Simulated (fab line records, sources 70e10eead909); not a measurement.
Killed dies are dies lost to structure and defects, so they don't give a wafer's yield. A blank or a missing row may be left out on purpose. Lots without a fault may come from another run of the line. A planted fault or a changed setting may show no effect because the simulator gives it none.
Chamber matching | flow nand_harc | NHARC_A_STAIRCASE_DESCUM_252 on rie_diel-05: 4 sister chambers
The step chemistry O2, time 3 s. 18 wafers are shown with their chamber, then 9 later ones without.

WAFERS WITH THEIR CHAMBER
wafer  | chamber | drypump_motor_current_A (A) | showerhead_plenum_p_Torr (Torr) | oes_product_au (a.u.)
L074.2 | 1       | 6.1                         | 1.93                            | 1.004
L074.3 | 2       | 6.3                         | 2.07                            | 1.005
L074.5 | 1       | 6.1                         | 1.93                            | 1.011
L076.4 | 0       | 5.3                         | 2.04                            | 1.006
L076.5 | 1       | 6.0                         | 1.93                            | 1.012
L076.6 | 0       | 5.3                         | 2.04                            | 0.996
L079.1 | 3       | 5.0                         | 1.99                            | 1.028
L079.3 | 0       | 5.3                         | 2.04                            | 0.990
L079.6 | 2       | 6.3                         | 2.06                            | 1.001
L081.2 | 3       | 5.0                         | 1.99                            | 1.006
L081.4 | 0       | 5.3                         | 2.04                            | 0.988
L081.5 | 1       | 6.1                         | 1.92                            | 1.004
L082.3 | 3       | 5.0                         | 1.99                            | 1.029
L082.5 | 3       | 5.0                         | 1.99                            | 1.022
L082.6 | 2       | 6.3                         | 2.06                            | 1.000
L094.2 | 2       | 6.4                         | 2.05                            | 1.020
L094.3 | 0       | 5.3                         | 2.03                            | 1.006
L094.4 | 3       | 5.0                         | 1.98                            | 0.998

SIGNATURES (means of the wafers above)
reading                  | chamber 0 | chamber 1 | chamber 2 | chamber 3 | scatter within a chamber
drypump_motor_current_A  | 5.300     | 6.075     | 6.325     | 5.000     | 0.0327
showerhead_plenum_p_Torr | 2.0380    | 1.9275    | 2.0600    | 1.9880    | 0.00557
oes_product_au           | 0.99720   | 1.00775   | 1.00650   | 1.01660   | 0.00992
Rule: a wafer's distance from a chamber is the root of the sum, over the readings, of the square of ((its reading less the chamber's mean) divided by the reading's scatter). The wafer belongs to the nearest chamber; if the next one is less than 2 further off, it can't be placed. The scatter: the root of (the sum of the squares of (reading less its chamber's mean) over the shown wafers, divided by (wafers less chambers)).

WAFERS WITHOUT THEIR CHAMBER
wafer  | drypump_motor_current_A (A) | showerhead_plenum_p_Torr (Torr) | oes_product_au (a.u.)
L095.1 | 5.0                         | 1.98                            | 1.010
L095.2 | 6.3                         | 2.05                            | 1.006
L095.4 | 6.1                         | 1.92                            | 1.008
L097.3 | 5.3                         | 2.03                            | 1.006
L097.5 | 6.3                         | 2.05                            | 1.003
L097.6 | 6.1                         | 1.91                            | 1.000
L096.1 | 5.0                         | 1.98                            | 0.995
L096.3 | 6.1                         | 1.91                            | 0.999
L096.4 | 5.3                         | 2.03                            | 0.994

WHICH CHAMBER EACH WENT THROUGH
wafer  | from the rows above | in truth
L095.1 | 3                   | 3
L095.2 | 2                   | 2
L095.4 | 1                   | 1
L097.3 | 0                   | 0
L097.5 | 2                   | 2
L097.6 | 1                   | 1
L096.1 | 3                   | 3
L096.3 | 1                   | 1
L096.4 | 0                   | 0
Placed correctly: 9 of 9. Can't be placed from these rows: 0. Placed wrongly: 0.
